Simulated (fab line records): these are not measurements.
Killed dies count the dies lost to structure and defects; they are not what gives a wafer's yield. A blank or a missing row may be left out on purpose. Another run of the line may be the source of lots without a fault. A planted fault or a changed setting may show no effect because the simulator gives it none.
Chamber matching -- flow n5 finfet -- N5_BEOL_M10_ILD_DEP_00 on pecvd-02: 3 sister chambers
The step deposits SiCOH lowk from DEMS/porogen, target thk 308.51 nm, time 58 s. 3 wafers are shown with their chamber, then 9 later ones without.

== EACH WAFER AND ITS CHAMBER ==
wafer,chamber,throttle valve pct (%)
L091.1,0,14.0
L091.2,2,13.2
L091.3,1,14.1

== WAFERS MISSING THEIR CHAMBER ==
wafer,throttle valve pct (%)
L092.4,14.1
L092.5,14.2
L092.6,13.5
L095.2,13.9
L095.4,13.3
L095.6,14.3
L097.1,14.1
L097.2,13.2
L097.5,13.9

== WHICH CHAMBER EACH ONE RAN IN ==
wafer,from the rows above,in truth
L092.4,can't be placed: 1 or 0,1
L092.5,can't be placed: 1 or 0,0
L092.6,can't be placed: 2 or 0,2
L095.2,can't be placed: 0 or 1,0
L095.4,2,2
L095.6,can't be placed: 1 or 0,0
L097.1,can't be placed: 1 or 0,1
L097.2,2,2
L097.5,can't be placed: 0 or 1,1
2 of 9 placed correctly. Cannot be placed on the basis of these rows: 7; the candidates contain the true chamber in 7. Number placed wrongly: 0.
How it was worked out, from the rows above alone: a wafer's distance from a chamber is the root of the sum, over the readings, of the square of ((its reading less the chamber's mean) divided by the reading's scatter). The wafer belongs to the nearest chamber; if the next one is less than 2 further off, it can't be placed. For every chamber, the mean is computed from those of its wafers that are shown. The scatter: with one shown wafer a chamber, the root of the mean of the squares of how far each hidden wafer lies from its nearest shown one.
